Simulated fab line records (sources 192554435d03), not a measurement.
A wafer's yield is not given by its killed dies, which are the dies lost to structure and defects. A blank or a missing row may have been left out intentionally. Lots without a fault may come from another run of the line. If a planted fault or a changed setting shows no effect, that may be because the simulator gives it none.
Lot-split experiment ; flow n5Finfet ; 39 wafers read across 7 lots, on a route 1938 steps long

THE SPLIT
At N5_BEOL_M11_VIA_ETCH_34 (etches SiCOH lowk in C4F6/O2, target depth 184.5 nm, time 69.2 s), the setting timeS was moved away from the recipe's 69.2 s on 12 of the 39 wafers read, by -54.3% to +35.6%. The other wafers ran this setting at the recipe's value.

Reading taken at the split's own step.

THE READING
SOC_of_BEOL_M11_COAT_63.thkNm (the simulator's own value, which no gauge read), in nm, at N5_BEOL_M11_VIA_ETCH_34 (etches SiCOH lowk in C4F6/O2, target depth 184.5 nm, time 69.2 s). The file does not state a usual value for it. Across the 27 wafers here that went through the recipe, the average is 92.0 nm and the standard deviation 0.32 nm.

wafer;tool, chamber at the split;timeS as run, s;against the recipe;SOC_of_BEOL_M11_COAT_63.thkNm, nm;against lot-mates on the recipe
L074.1;rieDiel-05, 2;69.2;recipe;92.2;-
L074.2;rieDiel-05, 3;35.92;-48.1%;95.8;+3.8
L074.3;rieDiel-05, 1;69.2;recipe;91.6;-
L074.4;rieDiel-05, 0;69.2;recipe;92.2;-
L074.5;rieDiel-05, 3;35.92;-48.1%;95.6;+3.6
L074.6;rieDiel-05, 0;35.92;-48.1%;95.8;+3.8
L080.1;rieDiel-03, 3;69.2;recipe;92.8;-
L080.4;rieDiel-03, 0;69.2;recipe;92.4;-
L080.6;rieDiel-03, 1;69.2;recipe;92.2;-
L087.1;rieDiel-05, 1;69.2;recipe;91.6;-
L087.2;rieDiel-05, 0;69.2;recipe;92.4;-
L087.3;rieDiel-05, 2;69.2;recipe;91.6;-
L087.4;rieDiel-05, 3;69.2;recipe;92;-
L087.5;rieDiel-05, 0;69.2;recipe;91.6;-
L087.6;rieDiel-05, 3;69.2;recipe;92.2;-
L088.1;rieDiel-01, 1;69.2;recipe;91.4;-
L088.2;rieDiel-01, 2;69.2;recipe;92;-
L088.3;rieDiel-01, 0;91.85;+32.7%;89;-2.7
L088.4;rieDiel-01, 3;91.85;+32.7%;89;-2.7
L088.5;rieDiel-01, 0;69.2;recipe;91.8;-
L088.6;rieDiel-01, 1;91.85;+32.7%;88.6;-3.1
L090.1;rieDiel-01, 2;69.2;recipe;92.2;-
L090.2;rieDiel-01, 3;69.2;recipe;91.8;-
L090.3;rieDiel-01, 0;69.2;recipe;92.2;-
L090.4;rieDiel-01, 1;31.63;-54.3%;96.8;+4.7
L090.5;rieDiel-01, 1;31.63;-54.3%;96.8;+4.7
L090.6;rieDiel-01, 0;31.63;-54.3%;96.6;+4.5
L095.1;rieDiel-05, 3;69.2;recipe;92.2;-
L095.2;rieDiel-05, 1;69.2;recipe;92;-
L095.3;rieDiel-05, 0;69.2;recipe;92;-
L095.4;rieDiel-05, 2;69.2;recipe;92;-
L095.5;rieDiel-05, 0;69.2;recipe;92.2;-
L095.6;rieDiel-05, 1;69.2;recipe;92.2;-
L096.1;rieDiel-03, 2;69.2;recipe;92;-
L096.2;rieDiel-03, 3;93.82;+35.6%;89.6;-2.2
L096.3;rieDiel-03, 1;93.82;+35.6%;88.8;-3.0
L096.4;rieDiel-03, 0;69.2;recipe;91.4;-
L096.5;rieDiel-03, 2;69.2;recipe;92;-
L096.6;rieDiel-03, 1;93.82;+35.6%;88.4;-3.4

FIT RESULTS
A straight line over all 39 wafers: SOC_of_BEOL_M11_COAT_63.thkNm changes by -0.0855 nm for each +1% of timeS; r = -0.99; the points scatter about the line by 0.34 nm.
The same after taking each lot's own level away (the mean of its wafers on the recipe; 39 wafers): -0.0828 nm for each +1%; r = -0.99; scatter 0.28 nm.
Per that fit: largest timeS move, reading shift of 4.5 nm.
Across the lots, their own levels run from 91.73 to 92.47 nm, a range of 2.3 times the standard deviation given above.
Consequently the slope shifts little with the lot-to-lot level, the two slopes agreeing.
Check: with one of the wafers moved furthest among these (-54.3%) left out of the fit, the line predicts +4.44 nm for it against its lot-mates. Against them it came out at +4.73 nm.

FURTHER SPLITS ON THESE WAFERS
Note: prior to the reading, these wafers also went through further splits. Each is held against what the fit with the lots' levels taken away leaves over:
other split on the same wafers;wafers away from the commonest value;r with SOC_of_BEOL_M11_COAT_63.thkNm (lot level and that fit taken away)
N5_BEOL_M0_SAQP_PECVD_96 timeS;15;+0.11
N5_BEOL_M3_TRENCH_ETCH_37 targetDepthA;15;-0.32
N5_BEOL_M7_ILD_DEP_00 timeS;18;-0.12
N5_BEOL_M7_VIA_ETCH_34 timeS;15;-0.04

THE WHOLE CHAIN: every reading that the file lists as answering this split, in the file's order
step;what it does;reading;change (the file's fit);r (the file's)
N5_BEOL_M11_VIA_ETCH_34;etches SiCOH lowk in C4F6/O2, target depth 184.5 nm, time 69.2 s;etch.depthNm (the simulator's own value, which no gauge read);+1.87 nm for each +1% of the setting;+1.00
N5_BEOL_M11_VIA_ETCH_34;etches SiCOH lowk in C4F6/O2, target depth 184.5 nm, time 69.2 s;SOC_of_BEOL_M11_COAT_63.thkNm (the simulator's own value, which no gauge read);-0.0828 nm for each +1% of the setting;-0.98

THE FILE'S OWN FIT
SOC_of_BEOL_M11_COAT_63.thkNm changes by -0.0828 nm for each +1% of timeS, r = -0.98.
